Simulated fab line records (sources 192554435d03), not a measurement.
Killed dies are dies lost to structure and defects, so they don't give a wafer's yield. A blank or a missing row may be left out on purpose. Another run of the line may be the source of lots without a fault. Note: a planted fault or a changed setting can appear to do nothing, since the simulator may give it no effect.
Split-lot study / flow n5 finfet / 39 wafers read from 7 lots, route of 1938 steps

== THE SPLIT ==
At N5_BEOL_M7_VIA_ETCH_34 (etches SiCOH lowk in C4F6/O2, target depth 125.5 nm, time 50.5 s), the setting time s was moved away from the recipe's 50.5 s on 15 of the 39 wafers read, by -15.4% to +44.1%. All remaining wafers had this setting at the recipe value.

The reading comes from the split's own step.

== THE READING ==
SOC_of_BEOL_M7_COAT_63.thk nm (the simulator's own value, which no gauge read), in nm, at N5_BEOL_M7_VIA_ETCH_34 (etches SiCOH lowk in C4F6/O2, target depth 125.5 nm, time 50.5 s). The file gives no usual value for it. Across the 24 wafers here that went through the recipe, the average is 53.8 nm and the standard deviation 0.2 nm.

wafer=L075.1; tool, chamber at the split=rie diel-01, 0; time s as run, s=50.5; against the recipe=recipe; SOC_of_BEOL_M7_COAT_63.thk nm, nm=53.4; against lot-mates on the recipe=-
wafer=L075.2; tool, chamber at the split=rie diel-01, 2; time s as run, s=50.5; against the recipe=recipe; SOC_of_BEOL_M7_COAT_63.thk nm, nm=53.6; against lot-mates on the recipe=-
wafer=L075.3; tool, chamber at the split=rie diel-01, 1; time s as run, s=42.71; against the recipe=-15.4%; SOC_of_BEOL_M7_COAT_63.thk nm, nm=54.6; against lot-mates on the recipe=+1.0
wafer=L075.4; tool, chamber at the split=rie diel-01, 3; time s as run, s=50.5; against the recipe=recipe; SOC_of_BEOL_M7_COAT_63.thk nm, nm=53.8; against lot-mates on the recipe=-
wafer=L075.5; tool, chamber at the split=rie diel-01, 1; time s as run, s=42.71; against the recipe=-15.4%; SOC_of_BEOL_M7_COAT_63.thk nm, nm=54.6; against lot-mates on the recipe=+1.0
wafer=L075.6; tool, chamber at the split=rie diel-01, 0; time s as run, s=42.71; against the recipe=-15.4%; SOC_of_BEOL_M7_COAT_63.thk nm, nm=54.6; against lot-mates on the recipe=+1.0
wafer=L078.1; tool, chamber at the split=rie diel-01, 2; time s as run, s=63.86; against the recipe=+26.5%; SOC_of_BEOL_M7_COAT_63.thk nm, nm=52.2; against lot-mates on the recipe=-1.5
wafer=L078.2; tool, chamber at the split=rie diel-01, 0; time s as run, s=50.5; against the recipe=recipe; SOC_of_BEOL_M7_COAT_63.thk nm, nm=53.4; against lot-mates on the recipe=-
wafer=L078.3; tool, chamber at the split=rie diel-01, 3; time s as run, s=50.5; against the recipe=recipe; SOC_of_BEOL_M7_COAT_63.thk nm, nm=53.8; against lot-mates on the recipe=-
wafer=L078.4; tool, chamber at the split=rie diel-01, 1; time s as run, s=50.5; against the recipe=recipe; SOC_of_BEOL_M7_COAT_63.thk nm, nm=53.8; against lot-mates on the recipe=-
wafer=L078.5; tool, chamber at the split=rie diel-01, 3; time s as run, s=63.86; against the recipe=+26.5%; SOC_of_BEOL_M7_COAT_63.thk nm, nm=52.2; against lot-mates on the recipe=-1.5
wafer=L078.6; tool, chamber at the split=rie diel-01, 0; time s as run, s=63.86; against the recipe=+26.5%; SOC_of_BEOL_M7_COAT_63.thk nm, nm=52; against lot-mates on the recipe=-1.7
wafer=L081.1; tool, chamber at the split=rie diel-01, 0; time s as run, s=50.5; against the recipe=recipe; SOC_of_BEOL_M7_COAT_63.thk nm, nm=53.6; against lot-mates on the recipe=-
wafer=L081.2; tool, chamber at the split=rie diel-01, 2; time s as run, s=72.78; against the recipe=+44.1%; SOC_of_BEOL_M7_COAT_63.thk nm, nm=51; against lot-mates on the recipe=-2.8
wafer=L081.3; tool, chamber at the split=rie diel-01, 3; time s as run, s=72.78; against the recipe=+44.1%; SOC_of_BEOL_M7_COAT_63.thk nm, nm=51.2; against lot-mates on the recipe=-2.6
wafer=L081.4; tool, chamber at the split=rie diel-01, 1; time s as run, s=50.5; against the recipe=recipe; SOC_of_BEOL_M7_COAT_63.thk nm, nm=54; against lot-mates on the recipe=-
wafer=L081.5; tool, chamber at the split=rie diel-01, 3; time s as run, s=50.5; against the recipe=recipe; SOC_of_BEOL_M7_COAT_63.thk nm, nm=53.8; against lot-mates on the recipe=-
wafer=L081.6; tool, chamber at the split=rie diel-01, 0; time s as run, s=72.78; against the recipe=+44.1%; SOC_of_BEOL_M7_COAT_63.thk nm, nm=51.2; against lot-mates on the recipe=-2.6
wafer=L077.1; tool, chamber at the split=rie diel-05, 0; time s as run, s=50.5; against the recipe=recipe; SOC_of_BEOL_M7_COAT_63.thk nm, nm=54; against lot-mates on the recipe=-
wafer=L077.2; tool, chamber at the split=rie diel-05, 1; time s as run, s=50.5; against the recipe=recipe; SOC_of_BEOL_M7_COAT_63.thk nm, nm=53.8; against lot-mates on the recipe=-
wafer=L077.3; tool, chamber at the split=rie diel-05, 3; time s as run, s=50.5; against the recipe=recipe; SOC_of_BEOL_M7_COAT_63.thk nm, nm=53.6; against lot-mates on the recipe=-
wafer=L077.4; tool, chamber at the split=rie diel-05, 2; time s as run, s=50.5; against the recipe=recipe; SOC_of_BEOL_M7_COAT_63.thk nm, nm=53.8; against lot-mates on the recipe=-
wafer=L077.5; tool, chamber at the split=rie diel-05, 1; time s as run, s=50.5; against the recipe=recipe; SOC_of_BEOL_M7_COAT_63.thk nm, nm=53.8; against lot-mates on the recipe=-
wafer=L077.6; tool, chamber at the split=rie diel-05, 0; time s as run, s=50.5; against the recipe=recipe; SOC_of_BEOL_M7_COAT_63.thk nm, nm=54.2; against lot-mates on the recipe=-
wafer=L093.1; tool, chamber at the split=rie diel-03, 0; time s as run, s=50.5; against the recipe=recipe; SOC_of_BEOL_M7_COAT_63.thk nm, nm=54; against lot-mates on the recipe=-
wafer=L093.2; tool, chamber at the split=rie diel-03, 3; time s as run, s=65.48; against the recipe=+29.7%; SOC_of_BEOL_M7_COAT_63.thk nm, nm=52; against lot-mates on the recipe=-2.0
wafer=L093.3; tool, chamber at the split=rie diel-03, 1; time s as run, s=65.48; against the recipe=+29.7%; SOC_of_BEOL_M7_COAT_63.thk nm, nm=52.4; against lot-mates on the recipe=-1.6
wafer=L093.4; tool, chamber at the split=rie diel-03, 2; time s as run, s=50.5; against the recipe=recipe; SOC_of_BEOL_M7_COAT_63.thk nm, nm=54; against lot-mates on the recipe=-
wafer=L093.5; tool, chamber at the split=rie diel-03, 1; time s as run, s=65.48; against the recipe=+29.7%; SOC_of_BEOL_M7_COAT_63.thk nm, nm=52.4; against lot-mates on the recipe=-1.6
wafer=L093.6; tool, chamber at the split=rie diel-03, 2; time s as run, s=50.5; against the recipe=recipe; SOC_of_BEOL_M7_COAT_63.thk nm, nm=54; against lot-mates on the recipe=-
wafer=L094.2; tool, chamber at the split=rie diel-03, 0; time s as run, s=50.5; against the recipe=recipe; SOC_of_BEOL_M7_COAT_63.thk nm, nm=54; against lot-mates on the recipe=-
wafer=L094.3; tool, chamber at the split=rie diel-03, 3; time s as run, s=50.5; against the recipe=recipe; SOC_of_BEOL_M7_COAT_63.thk nm, nm=54; against lot-mates on the recipe=-
wafer=L094.6; tool, chamber at the split=rie diel-03, 3; time s as run, s=50.5; against the recipe=recipe; SOC_of_BEOL_M7_COAT_63.thk nm, nm=54; against lot-mates on the recipe=-
wafer=L097.1; tool, chamber at the split=rie diel-01, 1; time s as run, s=50.5; against the recipe=recipe; SOC_of_BEOL_M7_COAT_63.thk nm, nm=53.8; against lot-mates on the recipe=-
wafer=L097.5; tool, chamber at the split=rie diel-01, 1; time s as run, s=50.5; against the recipe=recipe; SOC_of_BEOL_M7_COAT_63.thk nm, nm=53.8; against lot-mates on the recipe=-
wafer=L097.2; tool, chamber at the split=rie diel-01, 3; time s as run, s=69.17; against the recipe=+37.0%; SOC_of_BEOL_M7_COAT_63.thk nm, nm=51.6; against lot-mates on the recipe=-2.1
wafer=L097.3; tool, chamber at the split=rie diel-01, 2; time s as run, s=50.5; against the recipe=recipe; SOC_of_BEOL_M7_COAT_63.thk nm, nm=53.6; against lot-mates on the recipe=-
wafer=L097.4; tool, chamber at the split=rie diel-01, 3; time s as run, s=69.17; against the recipe=+37.0%; SOC_of_BEOL_M7_COAT_63.thk nm, nm=51.4; against lot-mates on the recipe=-2.3
wafer=L097.6; tool, chamber at the split=rie diel-01, 2; time s as run, s=69.17; against the recipe=+37.0%; SOC_of_BEOL_M7_COAT_63.thk nm, nm=51.4; against lot-mates on the recipe=-2.3

FIT RESULTS
A straight line over all 39 wafers: SOC_of_BEOL_M7_COAT_63.thk nm changes by -0.0596 nm for each +1% of time s; r = -0.98; the points scatter about the line by 0.2 nm.
The same after taking each lot's own level away (the mean of its wafers on the recipe; 39 wafers): -0.0605 nm for each +1%; r = -0.99; scatter 0.14 nm.
Per that fit: largest time s move, reading shift of 2.7 nm.
Measured against the standard deviation above, the lots' own levels, which go from 53.60 to 54.00 nm, span 2.0 times it.
Consequently the slope shifts little with the lot-to-lot level, the two slopes agreeing.
Check: -2.64 nm against its lot-mates is what the line predicts for one of the wafers moved furthest among these (+44.1%) when that wafer is left out of the fit. Against them it came out at -2.8 nm.

== FURTHER SPLITS ON THESE WAFERS ==
Note: prior to the reading, these wafers also went through further splits. Each is held against what the fit with the lots' levels taken away leaves over:
other split on the same wafers=N5_BEOL_M7_ILD_DEP_00 target thk a; wafers away from the commonest value=9; r with SOC_of_BEOL_M7_COAT_63.thk nm (lot level and that fit taken away)=-0.19

== THE WHOLE CHAIN: every reading that the file lists as answering this split, in the file's order ==
step=N5_BEOL_M7_VIA_ETCH_34; what it does=etches SiCOH lowk in C4F6/O2, target depth 125.5 nm, time 50.5 s; reading=etch.depth nm (the simulator's own value, which no gauge read); change (the file's fit)=+1.29 nm for each +1% of the setting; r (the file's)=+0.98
step=N5_BEOL_M7_VIA_ETCH_34; what it does=etches SiCOH lowk in C4F6/O2, target depth 125.5 nm, time 50.5 s; reading=SOC_of_BEOL_M7_COAT_63.thk nm (the simulator's own value, which no gauge read); change (the file's fit)=-0.0602 nm for each +1% of the setting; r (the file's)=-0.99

== THE FILE'S OWN FIT ==
SOC_of_BEOL_M7_COAT_63.thk nm changes by -0.0602 nm for each +1% of time s, r = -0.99.
